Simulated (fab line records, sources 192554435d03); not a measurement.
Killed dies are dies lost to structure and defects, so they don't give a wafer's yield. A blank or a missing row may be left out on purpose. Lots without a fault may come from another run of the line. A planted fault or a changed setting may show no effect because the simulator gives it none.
Which tool did it? | flow n5_finfet | 24 lots, 72 wafers sampled, at 2 steps of a route of 1938

WHAT THE GAUGES READ, wafer by wafer
N5_BEOL_M3_CD_MEAS_35: target cd 18 nm, target cd y 21 nm.
lot  | measured     | on        | cd_nm (nm)
L074 | day 7 01:07  | cd_sem-03 | 18.5 18.1 17.5
L075 | day 7 10:31  | cd_sem-02 | 18.0 18.5 18.5
L076 | day 7 15:28  | cd_sem-02 | 18.7 18.2 17.7
L077 | day 7 16:12  | cd_sem-02 | 17.7 18.2 17.8
L078 | day 8 02:45  | cd_sem-03 | 17.7 17.9 17.7
L079 | day 8 01:16  | cd_sem-02 | 17.9 18.0 18.4
L080 | day 8 17:21  | cd_sem-03 | 17.8 18.1 17.6
L081 | day 9 12:00  | cd_sem-01 | 17.7 18.6 18.2
L082 | day 9 19:55  | cd_sem-01 | 18.2 18.1 18.6
L083 | day 9 21:38  | cd_sem-02 | 18.3 17.9 18.1
L084 | day 10 12:38 | cd_sem-03 | 17.6 17.8 17.7
L085 | day 10 12:48 | cd_sem-02 | 18.6 18.3 17.8
L086 | day 10 13:16 | cd_sem-03 | 17.4 17.9 17.9
L087 | day 10 16:14 | cd_sem-01 | 17.9 18.2 17.9
L088 | day 10 20:25 | cd_sem-03 | 18.2 17.5 17.9
L089 | day 11 05:20 | cd_sem-03 | 17.9 17.7 17.6
L091 | day 11 15:37 | cd_sem-01 | 18.8 18.3 17.7
L090 | day 11 19:32 | cd_sem-01 | 18.3 18.1 18.5
L092 | day 12 03:38 | cd_sem-01 | 18.3 17.8 18.3
L093 | day 12 10:38 | cd_sem-01 | 18.6 18.3 18.8
L094 | day 12 13:15 | cd_sem-03 | 18.0 17.5 17.7
L095 | day 13 04:37 | cd_sem-01 | 18.1 17.9 18.2
L096 | day 13 06:43 | cd_sem-01 | 18.1 18.1 19.0
L097 | day 13 10:07 | cd_sem-03 | 18.0 18.2 17.7

WHICH TOOL RAN EACH LOT (tool, then ch and the chambers of the sampled wafers, then the start)
lot  | N5_BEOL_M3_ETCH_74
L074 | rie_diel-03 ch 0,2,3, day 6 16:45
L075 | rie_diel-06 ch 0,1, day 7 08:11
L076 | rie_diel-06 ch 0,3, day 7 11:34
L077 | rie_diel-03 ch 1,2,3, day 7 14:07
L078 | rie_diel-03 ch 1,3, day 7 18:50
L079 | rie_diel-04 ch 0,2,3, day 7 20:38
L080 | rie_diel-03 ch 1,2,3, day 8 13:41
L081 | rie_diel-04 ch 0,1,2, day 8 22:08
L082 | rie_diel-03 ch 0,3, day 9 17:41
L083 | rie_diel-03 ch 0,2, day 9 17:55
L084 | rie_diel-03 ch 0,3, day 10 08:41
L085 | rie_diel-06 ch 0,2,3, day 10 10:07
L086 | rie_diel-04 ch 0,2,3, day 10 10:19
L087 | rie_diel-04 ch 2,3, day 10 12:40
L088 | rie_diel-03 ch 0,1,2, day 10 16:18
L089 | rie_diel-06 ch 1,2,3, day 11 00:17
L091 | rie_diel-03 ch 0,2,3, day 11 09:08
L090 | rie_diel-06 ch 0,2,3, day 11 10:58
L092 | rie_diel-06 ch 1,2,3, day 11 22:53
L093 | rie_diel-04 ch 0,1,2, day 12 04:13
L094 | rie_diel-03 ch 0,1, day 12 09:00
L095 | rie_diel-04 ch 0,1,2, day 12 11:24
L096 | rie_diel-03 ch 1,2,3, day 12 11:53
L097 | rie_diel-03 ch 1,3, day 13 04:46
- N5_BEOL_M3_ETCH_74: etches underlayer in N2/H2, target depth 6.5 nm, time 5.2 s.

WHAT THE TOOLS THEMSELVES READ (means of the sampled wafers that have a number; where no wafer has one, the mark that the record gives instead)
N5_BEOL_M3_ETCH_74.
lot  | tool        | drypump_motor_current_A (A) | etch_rf_on_time_s (s) | oes_product_au (a.u.) | rf_fwd_power_W (W) | rf_vpp_V (V) | showerhead_plenum_p_Torr (Torr) | throttle_valve_pct (%)
L074 | rie_diel-03 | 5.5                         | 5.35                  | 0.64                  | 818.4              | 522.1        | 2.49                            | 18.08
L075 | rie_diel-06 | 6.0                         | 5.17                  | 0.67                  | 820.2              | 521.9        | 2.49                            | 18.01
L076 | rie_diel-06 | 6.0                         | 5.35                  | 0.72                  | 818.6              | 524.9        | 2.58                            | 17.58
L077 | rie_diel-03 | 5.5                         | 5.30                  | 0.64                  | 819.2              | 523.6        | 2.54                            | 18.03
L078 | rie_diel-03 | 5.7                         | 5.27                  | 0.63                  | 820.3              | 522.1        | 2.51                            | 17.98
L079 | rie_diel-04 | 5.2                         | 5.11                  | 0.69                  | 820.8              | 522.4        | 2.49                            | 17.84
L080 | rie_diel-03 | 5.5                         | 5.30                  | 0.62                  | 821.2              | 522.9        | 2.54                            | 18.06
L081 | rie_diel-04 | 5.5                         | 5.11                  | 0.76                  | 820.7              | 522.7        | 2.51                            | 17.91
L082 | rie_diel-03 | 5.7                         | 5.36                  | 0.63                  | 819.4              | 518.1        | 2.38                            | 18.11
L083 | rie_diel-03 | 5.5                         | 5.30                  | 0.63                  | 819.0              | 521.6        | 2.45                            | 18.09
L084 | rie_diel-03 | 5.8                         | 5.34                  | 0.63                  | 818.8              | 519.1        | 2.40                            | 18.15
L085 | rie_diel-06 | 5.7                         | 5.30                  | 0.67                  | 819.5              | 525.5        | 2.56                            | 17.65
L086 | rie_diel-04 | 5.3                         | 5.14                  | 0.67                  | 815.8              | 523.0        | 2.49                            | 17.88
L087 | rie_diel-04 | 4.9                         | 5.14                  | 0.65                  | 821.4              | 522.8        | 2.51                            | 17.88
L088 | rie_diel-03 | 5.5                         | 5.38                  | 0.61                  | 819.2              | 522.6        | 2.51                            | 18.04
L089 | rie_diel-06 | 5.5                         | 5.27                  | 0.66                  | 818.2              | 523.4        | 2.51                            | 17.85
L091 | rie_diel-03 | 5.5                         | 5.35                  | 0.61                  | 820.9              | 521.3        | 2.47                            | 18.13
L090 | rie_diel-06 | 5.7                         | 5.27                  | 0.67                  | 819.5              | 524.6        | 2.55                            | 17.68
L092 | rie_diel-06 | 5.5                         | 5.22                  | 0.66                  | 820.0              | 522.9        | 2.51                            | 17.85
L093 | rie_diel-04 | 5.5                         | 5.11                  | 0.72                  | 819.3              | 524.3        | 2.50                            | 17.95
L094 | rie_diel-03 | 5.6                         | 5.26                  | 0.61                  | 816.9              | 521.1        | 2.46                            | 18.00
L095 | rie_diel-04 | 5.4                         | 5.19                  | 0.71                  | 820.7              | 523.7        | 2.50                            | 17.96
L096 | rie_diel-03 | 5.5                         | 5.25                  | 0.61                  | 819.5              | 523.4        | 2.53                            | 18.10
L097 | rie_diel-03 | 5.7                         | 5.32                  | 0.60                  | 816.8              | 521.9        | 2.45                            | 18.15

THE ANSWER, worked out from the rows above alone
Rule: what is usual is taken from the lots themselves. Put in order of their means at a reading, lots are off if they are a third of the lots or fewer, leave a main group of 4 or more, and stand apart from it by a gap of 3 or more times the standard deviation of the main group's means; of several such gaps the widest counts. A main group whose means are all the same, to the digits that the tables above print for the reading, isn't used. A lot without any number at a reading at which 4 lots or more have one is off too. The other lots that the step has rows for count as sound. The gauges are gone through in route order, then the tools' own readings, and for those a lot's mean is taken as printed above. The first step at which some lot is off is used, and at that step the reading that is off furthest; a lot without a number counts as furthest.
No lot is off at any reading shown: from this, nothing can be told.

WHAT THE SIMULATOR HAD PUT IN
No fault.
